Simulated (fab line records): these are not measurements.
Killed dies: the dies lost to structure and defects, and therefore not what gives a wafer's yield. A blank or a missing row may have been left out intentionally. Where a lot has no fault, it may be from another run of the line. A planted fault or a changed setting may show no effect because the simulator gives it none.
Chamber matching -- flow n5Finfet -- rieDiel-05 running N5_BEOL_M11_ETCH_61: 4 sister chambers
The step etches SiARC in CF4, target depth 39 nm, time 65 s. 4 wafers are shown with their chamber, then 7 later ones without.

WAFERS, EACH WITH ITS CHAMBER
wafer,chamber,drypumpMotorCurrentA (A)
L084.5,2,6.1
L083.2,1,5.6
L088.2,3,5.7
L088.5,0,5.0

WAFERS WITHOUT THEIR CHAMBER
wafer,drypumpMotorCurrentA (A)
L088.6,5.7
L087.1,6.1
L087.2,5.8
L087.6,6.1
L097.4,5.6
L097.5,5.7
L097.6,6.1

WHICH CHAMBER EACH WENT THROUGH
wafer,from the rows above,in truth
L088.6,3,3
L087.1,2,2
L087.2,3,3
L087.6,2,2
L097.4,1,1
L097.5,3,3
L097.6,2,2
Correct placement for 7 of the 7. Left unplaced by these rows: 0. 0 placed wrongly.
How it was worked out, from the rows above alone: a wafer's distance from a chamber is the root of the sum, over the readings, of the square of ((its reading less the chamber's mean) divided by the reading's scatter). If the next closest chamber is less than 2 further off than the closest, the wafer can't be placed; otherwise it belongs to the closest. A chamber's mean is the mean of its shown wafers. The scatter (one wafer shown for each chamber): square how far every hidden wafer sits from the nearest shown wafer, average those squares and take the square root.
